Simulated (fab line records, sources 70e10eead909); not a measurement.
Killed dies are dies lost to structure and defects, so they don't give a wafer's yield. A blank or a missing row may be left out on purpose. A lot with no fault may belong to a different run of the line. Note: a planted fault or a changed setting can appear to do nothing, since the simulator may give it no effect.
fab line records | flow nand-harc
record: lots: 4 wafers: 12 last-day: 25
route steps=1159 shown A_CHANNEL_HOLE_D1@450 END@1159
lots that met no fault: taken from a fault-free run of the same line
start-h: hours from the record's opening day to when the first of the lot's shown wafers began | wait-h: hours since the lot's step before | " unchanged from the row above | L1.1+2: a row that stands for several wafers | - no value, or no start given | * or withheld: withheld | < > ~ a bound
route shown NAME@n: a module of which the file shows steps, and the number in the route of the first | usual: the fault-free wafers' mean and standard deviation | same: alike in all rows | chamber/n: place in a boat | sites: readings site by site | _std_site: standard deviation across them | _edge_site: mean of outer sites minus mean of inner sites | radius-mm: how far each site lies from the wafer's centre | mask NAME#n: copy n | behind: the last tool/chamber to shape the wafer | hold: why the lot was held/for how many hours/how that ended | device: the n, p or np transistor that did not switch | end of line: the same wafers' tests at the end of the route | for a step that has no rows: nothing shown but its recipe | killed: dies lost to structure and defects at the first sort, not the wafer's yield | map: a wafer's dies, marking killed ones x, the rest . and places with no die _
set.NAME: the run value of the setting; set.NAME@STEP: its run value at that earlier step | model.NAME: the simulator's own value behind a step, which no gauge read
lots seen at some steps along the route; tables by step, rows by wafer
services: when a tool's chamber went out of use (start-h, in hours from the record's first day, below 0 if earlier), for how many hours, and the reason
== steps ==
step: NHARC_A_CHANNEL_HOLE_D1_DEP_00
recipe: target-thk-a: 31000 temp-c: 400 material: aC
step: NHARC_A_CHANNEL_HOLE_D1_DEP_01
recipe: target-thk-a: 1400 target-thk-nm: 140 temp-c: 400 pressure-torr: 3.5 flow-sccm: 200 rf-w: 350 material: SiON
step: NHARC_A_CHANNEL_HOLE_D1_DEHYDRATE_02
recipe: temp-c: 150 time-s: 120
step: NHARC_A_CHANNEL_HOLE_D1_HMDS_03
recipe: time-s: 30
step: NHARC_A_CHANNEL_HOLE_D1_COAT_36
recipe: temp-c: 260 time-s: 75
step: NHARC_A_CHANNEL_HOLE_D1_COAT_37
recipe: temp-c: 225 time-s: 65
step: NHARC_A_CHANNEL_HOLE_D1_COAT_04
recipe: spin-rpm: 1500 resist-thk-nm: 90
step: NHARC_A_CHANNEL_HOLE_D1_SOFTBAKE_05
recipe: temp-c: 105 time-s: 55
step: NHARC_A_CHANNEL_HOLE_D1_EBR_06
step: NHARC_A_CHANNEL_HOLE_D1_EXPOSE_07
recipe: na: 1.35 target-cd-nm: 100 sigma-outer: 0.3 dose-mj: 59.65 mask-id: HOLE_D1
step: NHARC_A_CHANNEL_HOLE_D1_PEB_08
recipe: peb-temp-c: 100 peb-time-s: 65
usual: heater-power-total-W: 156.6/0.44 plate-temp-C: 100.00/0.12
columns lot.wafer tool chamber start-h wait-h heater-power-total-W plate-temp-C
L601.2 litho-track-06 0 230.76 0.1 156.1 99.83
L601.4 " 0 " " 157.1 99.93
L601.5 " 0 " " 157.0 100.02
L604.2 litho-track-06 0 253.89 0.1 160.6 101.48
L604.3 " 0 " " 160.0 101.65
L604.5 " 0 " " 160.0 101.47
L608.3 litho-track-06 0 271.37 0.0 159.4 101.57
L608.5 " 0 " " 160.4 101.43
L608.6 " 0 " " 160.5 101.45
L615.2 litho-track-01 0 319.20 0.1 156.1 100.12
L615.4 " 0 " " 156.6 100.09
L615.5 " 0 " " 156.9 100.15
step: NHARC_A_CHANNEL_HOLE_D1_DEVELOP_09
recipe: develop-time-s: 35 dev-temp-c: 23
step: NHARC_A_CHANNEL_HOLE_D1_CD_MEAS_10
recipe: target-cd-nm: 100 landing-energy-ev: 500
usual: cd-nm: 100.1/0.48
same: landing-energy-ev: 500
columns lot.wafer tool chamber start-h wait-h cd-nm
L601.2 cd-sem-03 0 230.84 - 100.3
L601.4 " 0 " " 98.9
L601.5 " 0 " " 100.1
L604.2 cd-sem-03 0 253.97 - 104.2
L604.3 " 0 " " 104.7
L604.5 " 0 " " 103.7
L608.3 cd-sem-02 0 271.45 - 102.8
L608.5 " 0 " " 102.9
L608.6 " 0 " " 102.4
L615.2 cd-sem-02 0 319.28 - 100.1
L615.4 " 0 " " 100.3
L615.5 " 0 " " 100.4
step: NHARC_A_CHANNEL_HOLE_D1_DESCUM_15
recipe: time-s: 3 o2-flow-sccm: 200 ar-flow-sccm: 0 bias-power-w: 0 chemistry: O2
usual: drypump-motor-current-A: 5.6/0.34 o2-flow-sccm: 199.9/0.56 oes-product-au: 1.000/0.0092 rf-vpp-V: 57.8/1 showerhead-plenum-p-Torr: 1.92/0.1 throttle-valve-pct: 11.313/0.0077
columns lot.wafer tool chamber start-h wait-h drypump-motor-current-A o2-flow-sccm oes-product-au rf-hours-counter-h rf-vpp-V showerhead-plenum-p-Torr throttle-valve-pct model.A_CHANNEL_HOLE_D1.cd-nm
L601.2 rie-diel-11 1 231.04 0.1 5.6 198.6 1.007 2 57.5 1.78 11.311 100.4
L601.4 " 0 " " 5.3 200.6 1.003 - 58.2 2.02 11.311 99.35
L601.5 " 1 " " 5.6 199.1 0.999 - 56.9 1.78 11.308 100.4
L604.3 rie-diel-11 2 254.16 0.1 6.2 199.7 0.998 3 60.4 2.01 11.320 104.3
L604.2 " 3 " " 5.3 199.6 1.000 4 55.7 1.80 11.315 104.2
L604.5 " 2 " " 6.2 200.1 0.995 - 58.1 2.01 11.317 103.5
L608.3 rie-diel-02 3 271.63 0.1 5.6 200.0 0.990 8 57.8 1.88 11.312 103.9
L608.6 " 3 " " 5.6 199.4 0.978 - 57.8 1.88 11.300 103.1
L608.5 " 0 " " 5.7 200.0 1.004 - 57.3 2.00 11.324 103.5
L615.2 rie-diel-02 1 319.47 0.1 5.9 199.9 1.011 12 56.7 1.78 11.313 100
L615.4 " 2 " " 5.4 199.5 1.003 13 58.5 2.03 11.320 101.1
L615.5 " 0 " " 5.7 200.4 1.009 - 57.1 2.00 11.316 100.5
step: NHARC_A_CHANNEL_HOLE_D1_ETCH_38
recipe: target-depth-a: 390 over-etch-frac: 0.3 time-s: 65 ion-energy-ev: 80 cf4-flow-sccm: 150 ar-flow-sccm: 0 rf-w: 300 bias-w: 100 chemistry: CF4
step: NHARC_A_CHANNEL_HOLE_D1_ETCH_39
recipe: target-depth-a: 2600 over-etch-frac: 0.3 time-s: 325 ion-energy-ev: 200 n2-flow-sccm: 150 h2-flow-sccm: 150 ar-flow-sccm: 0 rf-w: 400 bias-w: 150 chemistry: N2/H2
step: NHARC_A_CHANNEL_HOLE_D1_ETCH_34
recipe: target-depth-a: 1540 time-s: 77 cf4-flow-sccm: 100 chf3-flow-sccm: 30 ar-flow-sccm: 0 rf-w: 500 bias-w: 200 chemistry: CF4/CHF3
step: NHARC_A_CHANNEL_HOLE_D1_ETCH_16
recipe: target-depth-a: 31000 over-etch-frac: 0.3 time-s: 806 ion-energy-ev: 150 o2-flow-sccm: 400 cos-flow-sccm: 20 ar-flow-sccm: 0 rf-w: 500 bias-w: 300 chemistry: O2/COS
step: NHARC_A_CHANNEL_HOLE_D1_ETCH_19
recipe: bias-v: 1200 source-w: 2500 pressure-mtorr: 15 time-s: 34.5 ar-flow-sccm: 375 c4f8-flow-sccm: 28.8 o2-flow-sccm: 96.2 temp-c: -20 target-depth-a: * chemistry: C4F8/O2/Ar
step: NHARC_A_CHANNEL_HOLE_D1_ETCH_20
recipe: bias-v: 3000 source-w: withheld pressure-mtorr: 20 time-s: 361.9 ar-flow-sccm: 375 c4f8-flow-sccm: 89.3 o2-flow-sccm: 35.7 temp-c: -20 target-depth-a: 16000 chemistry: C4F8/O2/Ar
step: NHARC_A_CHANNEL_HOLE_D1_ETCH_21
recipe: bias-v: 3000 source-w: withheld pressure-mtorr: 20 time-s: 514.3 ar-flow-sccm: 375 c4f8-flow-sccm: 89.3 o2-flow-sccm: 35.7 temp-c: -20 target-depth-a: 16000 chemistry: C4F8/O2/Ar
step: NHARC_A_CHANNEL_HOLE_D1_ETCH_22
recipe: bias-v: 3000 source-w: withheld pressure-mtorr: 20 time-s: 666.7 ar-flow-sccm: 375 c4f8-flow-sccm: 89.3 o2-flow-sccm: 35.7 temp-c: -20 target-depth-a: 16000 chemistry: C4F8/O2/Ar
step: NHARC_A_CHANNEL_HOLE_D1_ETCH_23
recipe: bias-v: 5000 source-w: withheld pressure-mtorr: 20 time-s: 819 ar-flow-sccm: 375 c4f8-flow-sccm: 89.3 o2-flow-sccm: 35.7 temp-c: -20 target-depth-a: 16000 chemistry: C4F8/O2/Ar
step: NHARC_A_CHANNEL_HOLE_D1_ETCH_24
recipe: bias-v: 5000 source-w: withheld pressure-mtorr: 20 time-s: 906.2 ar-flow-sccm: 375 c4f8-flow-sccm: 93.8 o2-flow-sccm: 31.2 temp-c: -20 target-depth-a: 15000 chemistry: C4F8/O2/Ar
step: NHARC_A_CHANNEL_HOLE_D1_ETCH_25
recipe: bias-v: 5000 source-w: withheld pressure-mtorr: 20 time-s: 1040.2 ar-flow-sccm: 375 c4f8-flow-sccm: 93.8 o2-flow-sccm: 31.2 temp-c: -20 target-depth-a: 15000 chemistry: C4F8/O2/Ar
step: NHARC_A_CHANNEL_HOLE_D1_ETCH_26
recipe: bias-v: 300 source-w: 2000 pressure-mtorr: 30 time-s: 224.1 ar-flow-sccm: 375 c4f8-flow-sccm: 11.4 o2-flow-sccm: 113.6 temp-c: -20 target-depth-a: 3000 chemistry: C4F8/O2/Ar
step: NHARC_A_CHANNEL_HOLE_D1_ETCH_33
recipe: bias-v: 400 source-w: 2000 pressure-mtorr: 25 time-s: 90 ar-flow-sccm: 375 c4f8-flow-sccm: 41.7 o2-flow-sccm: 83.3 temp-c: -20 target-depth-a: 4000 chemistry: C4F8/O2/Ar
step: NHARC_A_CHANNEL_HOLE_D1_STRIP_41
recipe: n2-flow-sccm: 150 h2-flow-sccm: 150 ar-flow-sccm: 0 bias-w: 0 chemistry: N2/H2
step: NHARC_A_CHANNEL_HOLE_D1_STRIP_42
recipe: cf4-flow-sccm: 100 chf3-flow-sccm: 30 ar-flow-sccm: 0 bias-w: 0 chemistry: CF4/CHF3
step: NHARC_A_CHANNEL_HOLE_D1_STRIP_43
recipe: o2-flow-sccm: 400 cos-flow-sccm: 20 ar-flow-sccm: 0 bias-w: 0 chemistry: O2/COS
step: NHARC_A_CHANNEL_HOLE_D1_ETCH_44
recipe: target-depth-a: 1400 overetch-a: 140 time-s: 77 ion-energy-ev: 100 cf4-flow-sccm: 80 o2-flow-sccm: 20 ar-flow-sccm: 0 rf-w: 300 bias-w: 100 chemistry: CF4/O2
usual: drypump-motor-current-A: 5.7/0.35 o2-flow-sccm: 20.00/0.058 oes-product-au: 0.999/0.0092 rf-fwd-power-W: 298.0/1.2 rf-vpp-V: 197.7/1.5 showerhead-plenum-p-Torr: 1.33/0.064 throttle-valve-pct: 13.396/0.0083
columns lot.wafer tool chamber start-h wait-h drypump-motor-current-A o2-flow-sccm oes-product-au rf-fwd-power-W rf-hours-counter-h rf-vpp-V showerhead-plenum-p-Torr throttle-valve-pct model.A_CHANNEL_HOLE_D1.cd-nm
L601.4 rie-diel-11 1 237.01 0.1 5.6 20.00 0.995 297.3 3 195.9 1.25 13.407 90.11
L601.2 " 2 " " 6.1 19.87 0.998 297.6 2 199.1 1.40 13.391 89.18
L601.5 " 1 " " 5.6 19.94 1.004 296.7 - 196.7 1.25 13.399 90.93
L604.3 rie-diel-11 1 260.06 0.1 5.6 19.94 1.008 297.7 5 195.2 1.25 13.384 94.49
L604.2 " 2 " " 6.1 20.00 1.004 298.0 4 199.5 1.40 13.404 92.26
L604.5 " 0 " " 5.3 19.97 1.003 298.1 - 199.2 1.41 13.386 92.97
L608.3 rie-diel-02 1 277.56 0.1 5.9 20.07 0.994 296.8 9 195.7 1.24 13.391 94.71
L608.5 " 0 " " 5.7 19.97 1.010 297.8 - 198.1 1.40 13.395 92.3
L608.6 " 1 " " 5.9 19.94 1.012 298.1 - 195.7 1.24 13.408 94.79
L615.2 rie-diel-07 1 327.76 0.1 5.5 19.94 1.002 296.7 7 197.2 1.32 13.391 90.19
L615.4 " 2 " " 6.4 20.01 0.986 298.9 6 197.7 1.37 13.396 90.55
L615.5 " 0 " " 5.2 19.96 0.989 298.0 - 196.5 1.33 13.406 90.14
step: NHARC_A_CHANNEL_HOLE_D1_STRIP_27
recipe: o2-flow-sccm: 500 ar-flow-sccm: 0 bias-w: 0 chemistry: O2
step: NHARC_A_CHANNEL_HOLE_D1_PRECLEAN_28
recipe: time-s: * temp-c: 50 bath-age-min: 0 chemistry: SC1
step: NHARC_A_CHANNEL_HOLE_D1_SRD_29
step: NHARC_A_CHANNEL_HOLE_D1_CD_MEAS_30
usual: cd-nm: 89.9/1.1
columns lot.wafer tool chamber start-h wait-h cd-nm
L601.2 cd-sem-03 - 237.81 - 88.3
L601.4 " - " " 90.0
L601.5 " - " " 91.0
L604.2 cd-sem-01 - 260.87 - 92.1
L604.3 " - " " 95.2
L604.5 " - " " 93.6
L608.3 cd-sem-02 - 278.36 - 94.5
L608.5 " - " " 91.8
L608.6 " - " " 95.6
L615.2 cd-sem-03 - 328.54 - 89.8
L615.4 " - " " 90.2
L615.5 " - " " 89.7
step: NHARC_A_CHANNEL_HOLE_D1_XSEM_31
recipe: landing-energy-ev: 35000
usual: bot-cd-nm: 74.5/1.3 bow-nm: 8.67/0.19 tilt-deg: 0.07/0.038
same: landing-energy-ev: 35000
columns lot.wafer tool chamber start-h wait-h bot-cd-nm bow-nm tilt-deg
L601.2 xsem-01 0 237.90 0.1 72.2 8.68 0.07
L601.4 " 0 " " 74.2 8.70 0.06
L601.5 " 0 " " 75.7 8.63 0.06
L604.2 xsem-02 0 260.98 0.1 77.7 8.46 0.06
L604.3 " 0 " " 81.0 8.47 0.06
L604.5 " 0 " " 78.4 8.59 0.07
L608.3 xsem-01 0 278.44 0.1 78.9 8.46 0.06
L608.5 " 0 " " 75.6 8.45 0.06
L608.6 " 0 " " 79.7 8.55 0.06
L615.2 xsem-02 0 328.63 0.1 75.4 8.75 0.05
L615.4 " 0 " " 75.8 8.75 0.05
L615.5 " 0 " " 74.6 8.68 0.05
step: NHARC_END_SORT_01
recipe: temp-c: 25
usual: killed-at-array: 26/11 killed-at-other: 0.4/0.78 killed-at-periphery: 3.4/2.4 killed-dies: 29/11 killed-open: 3.1/1.9 killed-short: 1.9/1.4
same: gross-dies: 677
columns lot.wafer tool chamber start-h wait-h killed-at-array killed-at-other killed-at-periphery killed-dies killed-open killed-short
L601.2 prober-02 0 560.94 2.8 17 0 5 22 4 2
L601.4 prober-02 0 562.55 3.4 11 0 1 12 3 2
L601.5 prober-02 0 563.35 3.7 12 0 4 16 0 1
L604.2 prober-02 0 568.78 2.8 20 3 8 31 4 3
L604.3 prober-02 0 569.59 3.1 19 1 12 32 2 1
L604.5 prober-02 0 571.22 3.8 21 0 6 27 10 2
killed by level:class
L601.2 A_CONTACT:chamber-film-flake=5 A_CHANNEL_HOLE_D1:chamber-film-flake=4 A_WL_FILL:chamber-film-flake=3 P_CONTACT:geometric-particle:open=1 P_M0:geometric-particle:open=1 P_M1:geometric-particle:open=1 A_ONON_D1:geometric-particle:short=1 A_WL_FILL:geometric-particle:short=1
L601.4 A_CONTACT:chamber-film-flake=5 P_M1:geometric-particle:open=1 A_SOURCE_PLATE:geometric-particle:short=1 A_CHANNEL_FILL_D1:geometric-particle:open=1 A_CHANNEL_FILL_D1:geometric-particle:short=1 A_BLC:geometric-particle:open=1 A_CHANNEL_HOLE_D1:chamber-film-flake=1 A_WL_FILL:chamber-film-flake=1
L601.5 P_ZERO_WELL:chamber-film-flake=3 A_CHANNEL_HOLE_D1:chamber-film-flake=3 A_STAIRCASE:chamber-film-flake=3 A_CONTACT:chamber-film-flake=3 A_ONON_D1:geometric-particle:short=1 P_STI:chamber-film-flake=1 A_SLIT:chamber-film-flake=1 A_WL_FILL:chamber-film-flake=1
L604.2 A_STAIRCASE:chamber-film-flake=9 A_CHANNEL_HOLE_D1:chamber-film-flake=4 A_WL_FILL:chamber-film-flake=3 P_ZERO_WELL:chamber-film-flake=2 THIN_TSV:chamber-film-flake=2 P_M0:chamber-film-flake=2 P_GATE:geometric-particle:open=1 P_M0:geometric-particle:open=1
L604.3 P_ZERO_WELL:chamber-film-flake=5 A_STAIRCASE:chamber-film-flake=5 A_CHANNEL_HOLE_D1:chamber-film-flake=4 A_CONTACT:chamber-film-flake=4 P_STI:chamber-film-flake=3 P_M1:chamber-film-flake=2 A_SLIT:chamber-film-flake=2 A_WL_FILL:chamber-film-flake=2
L604.5 A_STAIRCASE:chamber-film-flake=5 A_CONTACT:geometric-particle:open=3 A_CHANNEL_HOLE_D1:chamber-film-flake=3 A_CHANNEL_FILL_D1:geometric-particle:open=2 A_CONTACT:chamber-film-flake=2 P_CONTACT:geometric-particle:open=1 P_M1:geometric-particle:open=1 A_STAIRCASE:geometric-particle:open=1
== services ==
columns tool chamber start-h hours kind
rie-diel-11 0 223.01 - clean
rie-diel-11 1 223.01 - clean
rie-diel-11 2 223.01 - clean
rie-diel-11 3 223.01 - clean
rie-diel-11 2 223.60 8.0 repair
rie-diel-07 - 228.20 9.0 pm
rie-diel-11 0 247.51 - clean
rie-diel-11 1 247.51 - clean
rie-diel-11 2 247.51 - clean
rie-diel-11 3 247.51 - clean
rie-diel-02 3 256.32 3.9 repair
litho-track-01 - 268.00 7.0 pm
rie-diel-11 0 272.01 - clean
rie-diel-11 1 272.01 - clean
rie-diel-11 2 272.01 - clean
rie-diel-11 2 272.41 19.8 repair
rie-diel-07 3 276.39 4.7 repair
rie-diel-11 3 282.49 8.6 repair
rie-diel-11 1 286.28 5.0 repair
litho-track-06 - 292.00 7.0 pm
xsem-02 - 302.00 14.0 pm
rie-diel-11 0 315.73 4.5 repair
rie-diel-11 2 323.30 9.9 repair
rie-diel-02 - 327.70 9.0 pm
== key ==
first-sign: step: NHARC_A_CHANNEL_HOLE_D1_PEB_08 reading: plate-temp-C direction: up sigmas: 13 usual: * struck: *
effect: step: NHARC_A_CHANNEL_HOLE_D1_PEB_08 reading: heater-power-total-W direction: up sigmas: 7.9 usual: * struck: *
effect: step: NHARC_A_CHANNEL_HOLE_D1_CD_MEAS_10 reading: cd-nm direction: up sigmas: 7.1 usual: 100.1 struck: 103.5 through: control-loop
effect: step: NHARC_A_CHANNEL_HOLE_D1_CD_MEAS_30 reading: cd-nm direction: up sigmas: 3.4 usual: 89.9 struck: 93.8 through: control-loop
effect: step: NHARC_A_CHANNEL_HOLE_D1_XSEM_31 reading: bot-cd-nm direction: up sigmas: 3.2 usual: 74.5 struck: 78.6 through: control-loop
model-effect: step: NHARC_A_CHANNEL_HOLE_D1_DESCUM_15 value: A_CHANNEL_HOLE_D1.cd-nm without: 99.87 struck: 103.7
model-effect: step: NHARC_A_CHANNEL_HOLE_D1_ETCH_44 value: A_CHANNEL_HOLE_D1.cd-nm without: 89.71 struck: 93.59
met-at NHARC_A_CHANNEL_HOLE_D1_PEB_08
struck-wafers L604.2,L604.3,L604.5,L608.3,L608.5,L608.6
tester-left-out L604,L608
loop-trim: step: NHARC_A_CHANNEL_HOLE_D1_EXPOSE_07 setting: dose lots: L608
onset-between 230.76 253.89
fault: kind: process-parameter-drift tool: litho-track-06 chamber: - onset-h: 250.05 steps: NHARC_A_CHANNEL_HOLE_D1_PEB_08 channel: peb-temp-c offset: * shape: step end-h: 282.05 acts-in: * stated: *
tester-left-out: of these lots the tester's yield and bins aren't shown, on N5 and GAA mostly nor the transistor test; their killed dies are dies lost to structure and defects alone, not to doping, threshold or leakage, so they don't give the yield
loop-trim: a control loop set the setting to another value than it would have without faults
